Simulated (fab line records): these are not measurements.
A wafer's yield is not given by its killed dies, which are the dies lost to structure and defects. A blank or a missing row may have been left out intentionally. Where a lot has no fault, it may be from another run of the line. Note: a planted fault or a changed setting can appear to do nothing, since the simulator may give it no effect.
What tool caused it? | flow n5Finfet | 72 wafers from 24 lots sampled at 5 of the route's 1938 steps

== WHAT THE GAUGES READ, wafer by wafer ==
N5_BEOL_M9_RS_MEAS_57: a four-point-probe measurement.
lot  | measured     | on           | M9_RS (ohm/sq)
L075 | day 10 23:40 | filmMetro-01 | 0.158 0.158 0.158
L074 | day 11 00:17 | filmMetro-02 | 0.148 0.154 0.149
L076 | day 11 05:56 | filmMetro-01 | 0.151 0.146 0.147
L078 | day 11 22:56 | filmMetro-02 | 0.148 0.149 0.151
L077 | day 12 06:58 | filmMetro-02 | 0.147 0.150 0.146
L079 | day 12 20:21 | filmMetro-01 | 0.146 0.145 0.149
L080 | day 13 01:28 | filmMetro-01 | 0.147 0.158 0.161
L081 | day 13 01:44 | filmMetro-02 | 0.149 0.147 0.149
L082 | day 13 08:15 | filmMetro-01 | 0.146 0.149 0.151
L083 | day 14 08:47 | filmMetro-01 | 0.147 0.154 0.150
L085 | day 15 04:58 | filmMetro-01 | 0.152 0.147 0.145
L084 | day 15 05:13 | filmMetro-02 | 0.154 0.154 0.158
L088 | day 15 11:08 | filmMetro-01 | 0.156 0.144 0.155
L086 | day 15 14:50 | filmMetro-01 | 0.149 0.147 0.147
L087 | day 15 15:32 | filmMetro-01 | 0.161 0.156 0.163
L089 | day 15 17:17 | filmMetro-02 | 0.159 0.158 0.158
L092 | day 15 23:46 | filmMetro-02 | 0.149 0.150 0.152
L090 | day 16 00:40 | filmMetro-02 | 0.151 0.152 0.147
L091 | day 16 10:46 | filmMetro-01 | 0.147 0.151 0.147
L094 | day 16 13:50 | filmMetro-01 | 0.150 0.155 0.154
L093 | day 16 17:06 | filmMetro-02 | 0.159 0.158 0.161
L095 | day 16 22:56 | filmMetro-01 | 0.150 0.147 0.147
L096 | day 16 23:13 | filmMetro-02 | 0.153 0.151 0.151
L097 | day 18 03:43 | filmMetro-01 | 0.147 0.152 0.151

N5_BEOL_M10_INSPECT_30: inspects for defects (brightfield).
lot  | measured     | on               | rawDefectCount
L075 | day 11 02:46 | defectInspect-02 | 377 308 472
L074 | day 11 02:58 | defectInspect-01 | 411 332 256
L076 | day 11 08:08 | defectInspect-02 | 506 321 516
L078 | day 12 04:14 | defectInspect-02 | 454 310 259
L077 | day 12 11:28 | defectInspect-01 | 458 499 463
L079 | day 13 02:34 | defectInspect-01 | 451 368 454
L080 | day 13 05:37 | defectInspect-01 | 429 596 376
L081 | day 13 05:26 | defectInspect-01 | 350 384 355
L082 | day 13 14:50 | defectInspect-01 | 752 498 516
L083 | day 14 13:31 | defectInspect-01 | 388 377 275
L085 | day 15 08:25 | defectInspect-02 | 393 398 368
L084 | day 15 08:41 | defectInspect-01 | 300 456 335
L088 | day 15 13:25 | defectInspect-02 | 450 379 394
L086 | day 15 21:02 | defectInspect-01 | 350 364 435
L087 | day 15 21:04 | defectInspect-02 | 352 508 513
L089 | day 15 23:16 | defectInspect-02 | 326 362 266
L092 | day 16 03:12 | defectInspect-01 | 456 384 342
L090 | day 16 07:10 | defectInspect-01 | 450 505 522
L091 | day 16 13:43 | defectInspect-01 | 325 440 428
L094 | day 16 17:34 | defectInspect-02 | 378 570 398
L093 | day 16 21:42 | defectInspect-02 | 398 554 406
L095 | day 17 04:03 | defectInspect-02 | 463 426 411
L096 | day 17 03:53 | defectInspect-01 | 446 550 410
L097 | day 18 07:49 | defectInspect-01 | 416 468 516

== WHAT TOOL EACH LOT RAN ON (gives the tool, then ch and the chambers of the sampled wafers, and finally the start) ==
lot  | N5_BEOL_M9_STRIP_80                          | N5_BEOL_M9_SPUTTER_48       | N5_BEOL_M10_STRIP_19
L075 | rieDiel-02 ch 2,3, day 10 22:16 or earlier   | pvdSputter-03, day 10 22:16 | rieDiel-01 ch 0,1,3, day 11 02:17
L074 | rieDiel-05 ch 0,3, day 10 22:38 or earlier   | pvdSputter-01, day 10 22:38 | rieDiel-01 ch 0,1, day 11 02:23
L076 | rieDiel-05 ch 1,2,3, day 11 04:59 or earlier | pvdSputter-03, day 11 04:59 | rieDiel-04 ch 0,1,3, day 11 07:35
L078 | rieDiel-03 ch 0,1,2, day 11 21:49 or earlier | pvdSputter-03, day 11 21:49 | rieDiel-01 ch 0,2, day 12 00:59
L077 | rieDiel-03 ch 0,2,3, day 12 06:00 or earlier | pvdSputter-03, day 12 06:00 | rieDiel-06 ch 0,3, day 12 09:41
L079 | rieDiel-05 ch 0,1,2, day 12 19:23 or earlier | pvdSputter-02, day 12 19:23 | rieDiel-04 ch 0,1,3, day 13 00:40
L080 | rieDiel-02 ch 0,2,3, day 13 00:31 or earlier | pvdSputter-01, day 13 00:31 | rieDiel-06 ch 1,2,3, day 13 04:31
L081 | rieDiel-05 ch 0,1, day 13 00:40 or earlier   | pvdSputter-02, day 13 00:40 | rieDiel-04 ch 0,1,2, day 13 04:58
L082 | rieDiel-05 ch 0,1,3, day 13 07:18 or earlier | pvdSputter-01, day 13 07:18 | rieDiel-04 ch 1,2, day 13 12:31
L083 | rieDiel-03 ch 0,1,2, day 14 07:19 or earlier | pvdSputter-03, day 14 07:19 | rieDiel-06 ch 0,2, day 14 11:23
L085 | rieDiel-05 ch 2,3, day 15 03:52 or earlier   | pvdSputter-03, day 15 03:52 | rieDiel-04 ch 0,1, day 15 07:58
L084 | rieDiel-02 ch 1,2, day 15 04:05 or earlier   | pvdSputter-03, day 15 04:05 | rieDiel-06 ch 1,2,3, day 15 08:02
L088 | rieDiel-02 ch 0,2,3, day 15 10:08 or earlier | pvdSputter-02, day 15 10:08 | rieDiel-01 ch 2,3, day 15 12:52
L086 | rieDiel-03 ch 1,3, day 15 13:53 or earlier   | pvdSputter-03, day 15 13:53 | rieDiel-06 ch 0,2, day 15 18:16
L087 | rieDiel-02 ch 1,2,3, day 15 14:35 or earlier | pvdSputter-01, day 15 14:35 | rieDiel-04 ch 1,3, day 15 18:13
L089 | rieDiel-02 ch 2,3, day 15 16:19 or earlier   | pvdSputter-03, day 15 16:19 | rieDiel-06 ch 0,2,3, day 15 22:22
L092 | rieDiel-03 ch 0,1,2, day 15 22:29 or earlier | pvdSputter-01, day 15 22:29 | rieDiel-06 ch 0,2, day 16 02:20
L090 | rieDiel-03 ch 2,3, day 15 23:42 or earlier   | pvdSputter-01, day 15 23:42 | rieDiel-06 ch 0,2,3, day 16 03:44
L091 | rieDiel-03 ch 1,2,3, day 16 09:04 or earlier | pvdSputter-02, day 16 09:04 | rieDiel-06 ch 0,1,2, day 16 13:02
L094 | rieDiel-03 ch 1,2, day 16 12:34 or earlier   | pvdSputter-01, day 16 12:34 | rieDiel-06 ch 0,1,3, day 16 16:02
L093 | rieDiel-02 ch 1,2, day 16 15:35 or earlier   | pvdSputter-01, day 16 15:35 | rieDiel-06 ch 0,3, day 16 19:40
L095 | rieDiel-03 ch 0,2, day 16 21:53 or earlier   | pvdSputter-02, day 16 21:53 | rieDiel-06 ch 0,3, day 17 01:43
L096 | rieDiel-03 ch 1,2,3, day 16 22:04 or earlier | pvdSputter-02, day 16 22:04 | rieDiel-04 ch 1,2,3, day 17 02:13
L097 | rieDiel-03 ch 0,1,3, day 18 02:38 or earlier | pvdSputter-01, day 18 02:38 | rieDiel-04 ch 0,1,3, day 18 06:32
- N5_BEOL_M9_STRIP_80: strips in N2/H2, time 10 s.
- N5_BEOL_M9_SPUTTER_48: material Cu, target thk 12 nm, time 2 s.
- N5_BEOL_M10_STRIP_19: strips in O2.

== WHAT THE TOOLS THEMSELVES READ (means of the sampled wafers that have a number; where no wafer has one, the mark that the record gives instead) ==
N5_BEOL_M9_STRIP_80.
lot  | tool       | drypumpMotorCurrentA (A) | oesProductAu (a.u.) | rfVppV (V) | showerheadPlenumPTorr (Torr) | throttleValvePct (%)
L075 | rieDiel-02 | 5.7                      | 0.73                | 60.1       | 2.54                         | 23.43
L074 | rieDiel-05 | 5.4                      | 0.87                | 59.6       | 2.52                         | 23.33
L076 | rieDiel-05 | 5.3                      | 0.84                | 59.9       | 2.65                         | 23.21
L078 | rieDiel-03 | 5.7                      | 0.88                | 59.4       | 2.56                         | 23.27
L077 | rieDiel-03 | 5.3                      | 0.82                | 58.5       | 2.59                         | 23.43
L079 | rieDiel-05 | 5.5                      | 0.90                | 60.1       | 2.62                         | 23.28
L080 | rieDiel-02 | 5.5                      | 0.79                | 59.0       | 2.53                         | 23.24
L081 | rieDiel-05 | 5.5                      | 0.89                | 59.0       | 2.54                         | 23.30
L082 | rieDiel-05 | 5.3                      | 0.91                | 58.5       | 2.57                         | 23.18
L083 | rieDiel-03 | 5.7                      | 0.84                | 58.7       | 2.55                         | 23.27
L085 | rieDiel-05 | 5.4                      | 0.93                | 59.2       | 2.65                         | 23.24
L084 | rieDiel-02 | 6.1                      | 0.73                | 58.9       | 2.48                         | 23.60
L088 | rieDiel-02 | 5.5                      | 0.76                | 59.2       | 2.53                         | 23.26
L086 | rieDiel-03 | 5.6                      | 0.81                | 58.9       | 2.53                         | 23.46
L087 | rieDiel-02 | 6.0                      | 0.70                | 59.1       | 2.46                         | 23.48
L089 | rieDiel-02 | 5.9                      | 0.69                | 59.7       | 2.45                         | 23.37
L092 | rieDiel-03 | 5.7                      | 0.82                | 59.4       | 2.55                         | 23.30
L090 | rieDiel-03 | 5.5                      | 0.87                | 59.2       | 2.58                         | 23.40
L091 | rieDiel-03 | 5.7                      | 0.84                | 59.6       | 2.54                         | 23.35
L094 | rieDiel-03 | 5.9                      | 0.88                | 59.4       | 2.55                         | 23.23
L093 | rieDiel-02 | 5.9                      | 0.70                | 59.1       | 2.54                         | 23.60
L095 | rieDiel-03 | 5.3                      | 0.97                | 59.8       | 2.59                         | 23.08
L096 | rieDiel-03 | 5.7                      | 0.84                | 59.3       | 2.54                         | 23.37
L097 | rieDiel-03 | 5.6                      | 0.84                | 59.4       | 2.53                         | 23.27

N5_BEOL_M9_SPUTTER_48.
lot  | tool          | cathodeDcPowerW (W) | throttleValvePct (%)
L075 | pvdSputter-03 | 26001               | 29.5
L074 | pvdSputter-01 | 25999               | 30.8
L076 | pvdSputter-03 | 26002               | 29.8
L078 | pvdSputter-03 | 26000               | 29.9
L077 | pvdSputter-03 | 25999               | 30.1
L079 | pvdSputter-02 | 26003               | 29.7
L080 | pvdSputter-01 | 26001               | 29.8
L081 | pvdSputter-02 | 26001               | 30.0
L082 | pvdSputter-01 | 26002               | 30.5
L083 | pvdSputter-03 | 25997               | 29.8
L085 | pvdSputter-03 | 25996               | 29.1
L084 | pvdSputter-03 | 25996               | 29.2
L088 | pvdSputter-02 | 26000               | 29.9
L086 | pvdSputter-03 | 26001               | 29.8
L087 | pvdSputter-01 | 26003               | 29.4
L089 | pvdSputter-03 | 26001               | 29.7
L092 | pvdSputter-01 | 26003               | 29.9
L090 | pvdSputter-01 | 26004               | 30.3
L091 | pvdSputter-02 | 26001               | 29.5
L094 | pvdSputter-01 | 25996               | 30.4
L093 | pvdSputter-01 | 26001               | 28.8
L095 | pvdSputter-02 | 25996               | 29.1
L096 | pvdSputter-02 | 26004               | 30.0
L097 | pvdSputter-01 | 25995               | 29.4

N5_BEOL_M10_STRIP_19.
lot  | tool       | drypumpMotorCurrentA (A) | oesProductAu (a.u.) | rfVppV (V) | showerheadPlenumPTorr (Torr) | throttleValvePct (%)
L075 | rieDiel-01 | 5.5                      | 0.81                | 3.5        | 2.17                         | 16.5
L074 | rieDiel-01 | 5.7                      | 0.81                | 4.1        | 2.20                         | 16.4
L076 | rieDiel-04 | 5.9                      | 0.83                | 3.9        | 2.16                         | 16.6
L078 | rieDiel-01 | 5.9                      | 0.83                | 3.2        | 2.22                         | 16.3
L077 | rieDiel-06 | 5.1                      | 0.82                | 4.3        | 2.08                         | 16.3
L079 | rieDiel-04 | 5.9                      | 0.80                | 3.3        | 2.16                         | 16.6
L080 | rieDiel-06 | 5.4                      | 0.77                | 3.2        | 2.07                         | 16.6
L081 | rieDiel-04 | 6.1                      | 0.76                | 4.0        | 2.13                         | 16.8
L082 | rieDiel-04 | 6.1                      | 0.69                | 3.5        | 2.11                         | 17.0
L083 | rieDiel-06 | 5.3                      | 0.88                | 3.7        | 2.14                         | 16.2
L085 | rieDiel-04 | 6.2                      | 0.74                | 3.0        | 2.16                         | 16.9
L084 | rieDiel-06 | 5.3                      | 0.85                | 3.6        | 2.15                         | 16.5
L088 | rieDiel-01 | 5.7                      | 0.78                | 4.1        | 2.16                         | 16.5
L086 | rieDiel-06 | 5.5                      | 0.86                | 3.6        | 2.13                         | 16.3
L087 | rieDiel-04 | 6.0                      | 0.73                | 3.1        | 2.16                         | 16.9
L089 | rieDiel-06 | 5.2                      | 0.87                | 3.7        | 2.16                         | 16.2
L092 | rieDiel-06 | 5.5                      | 0.85                | 3.9        | 2.13                         | 16.3
L090 | rieDiel-06 | 5.2                      | 0.87                | 3.9        | 2.16                         | 16.2
L091 | rieDiel-06 | 5.5                      | 0.82                | 3.9        | 2.12                         | 16.5
L094 | rieDiel-06 | 5.2                      | 0.84                | 3.6        | 2.15                         | 16.5
L093 | rieDiel-06 | 5.1                      | 0.86                | 3.4        | 2.16                         | 16.2
L095 | rieDiel-06 | 5.1                      | 0.86                | 3.7        | 2.16                         | 16.2
L096 | rieDiel-04 | 5.9                      | 0.90                | 4.0        | 2.12                         | 16.6
L097 | rieDiel-04 | 5.9                      | 0.86                | 3.9        | 2.14                         | 16.5

== THE ANSWER, worked out from the rows above alone ==
Rule: usual is defined by the lots themselves. The widest of any qualifying gaps counts: lots, ordered by their means at a reading, are off when they make up no more than a third of the lots, leave a main group of 4 or more, and stand apart from it by 3 or more times the standard deviation of that group's means. Not used: any main group whose means are identical at the precision the tables above print for the reading. A lot without any number at a reading at which 4 lots or more have one is off too. All remaining lots with rows at the step are treated as sound. First the gauges in route order, then the tools' own readings, where a lot's mean is used as printed above. At the first step where some lot is off, the reading lying furthest off is the one used; lots without a number count as furthest.
None of the lots is off at any reading shown; this tells nothing.

== WHAT THE SIMULATOR HAD INSERTED ==
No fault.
